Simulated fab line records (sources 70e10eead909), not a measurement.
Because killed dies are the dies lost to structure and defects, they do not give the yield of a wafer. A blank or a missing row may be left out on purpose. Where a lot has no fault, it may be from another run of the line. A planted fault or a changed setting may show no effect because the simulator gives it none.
A lot that was struck, set against a sound lot	flow nandHarc	17 out of 1302 route steps
Sound: the wafers L241.1, L241.2, L241.5. The struck wafers were L255.1, L255.3, L255.4. The cause comes at the end.
Order at every step that has rows: each side's tool, ch and its chambers, its first start. Under that, the readings that differ: sound wafers	struck wafers	difference of the means	sigmas: that difference in standard deviations of wafers without a fault.
alike: same words and numbers on both sides, and readings whose means sit less than 2 such deviations apart. not compared: any withheld reading, any reading some wafer has no value for, any bound like >300 that may hide the same value, and any number with overlapping values for which the record gives no deviation.
A row with sigmas, a row that says differs or no value, or rows on one side alone: a step with any of these is where the two part. Non-overlapping numbers with no deviation appear without sigmas and do not part them. A reading missing from all wafers of one side parts the sides only when that side holds two or more wafers.

NHARC_P_ZERO_WELL_CD_MEAS_37 targets a cd of 720 nm.
  sound on cdSem-02 ch 0, day 2 00:22; struck on cdSem-01 ch 0, day 7 20:36
reading	sound	struck	difference	sigmas
cdNm (nm)	724.5 722.2 720.9	719.3 719.9 719.6	-2.9	-2
then, 1 step without rows for these wafers: NHARC_P_ZERO_WELL_HARDBAKE_38 (time 80 s).
NHARC_P_ZERO_WELL_DESCUM_39: chemistry O2, time 3 s.
  sound on rieDiel-07 ch 0,1,3, day 2 00:31; struck on rieDiel-08 ch 0,1,3, day 7 20:46
  alike: drypumpMotorCurrentA, oesProductAu, rfVppV, showerheadPlenumPTorr, throttleValvePct
  not compared: rfHoursCounterH
then, 9 steps without rows for these wafers: NHARC_P_ZERO_WELL_IMPLANT_40; NHARC_P_ZERO_WELL_IMPLANT_59; NHARC_P_ZERO_WELL_IMPLANT_60; NHARC_P_ZERO_WELL_STRIP_41 (strips in SPM, time 840 s); NHARC_P_ZERO_WELL_DEHYDRATE_44 (time 120 s); NHARC_P_ZERO_WELL_HMDS_45 (time 30 s); NHARC_P_ZERO_WELL_COAT_46; NHARC_P_ZERO_WELL_SOFTBAKE_47 (time 95 s); NHARC_P_ZERO_WELL_EBR_48.
NHARC_P_ZERO_WELL_EXPOSE_49: exposes mask P HVPW, target cd 2000 nm.
  sound on krfScanner-03 ch 0, day 2 01:50; struck on krfScanner-03 ch 0, day 7 22:01
reading	sound	struck	difference	sigmas
mask	P_HVPW#0 P_HVPW#0 P_HVPW#0	P_HVPW_R1#0 P_HVPW_R1#0 P_HVPW_R1#0	differs	
  alike: exposureDoseMJCm2
then, 2 steps without rows for these wafers: NHARC_P_ZERO_WELL_PEB_50 (peb time 85 s); NHARC_P_ZERO_WELL_DEVELOP_51 (time 70 s).
NHARC_P_ZERO_WELL_CD_MEAS_52 targets a cd of 2000 nm.
  sound on cdSem-02 ch 0, day 2 02:00; struck on cdSem-03 ch 0
reading	sound	struck	difference	sigmas
cdNm (nm)	2000.3 1999.2 1999.2	1895.3 1897.0 1896.1	-103.4	-80
  not compared: hold
NHARC_END_SORT_01:
  the record has rows for the sound wafers here (prober-02 ch 0, day 24 02:13) and none for the struck ones

## WHERE THEY PART
Last at NHARC_END_SORT_01 as far as this record goes, first at NHARC_P_ZERO_WELL_CD_MEAS_37.

WHY: what the simulator had put in
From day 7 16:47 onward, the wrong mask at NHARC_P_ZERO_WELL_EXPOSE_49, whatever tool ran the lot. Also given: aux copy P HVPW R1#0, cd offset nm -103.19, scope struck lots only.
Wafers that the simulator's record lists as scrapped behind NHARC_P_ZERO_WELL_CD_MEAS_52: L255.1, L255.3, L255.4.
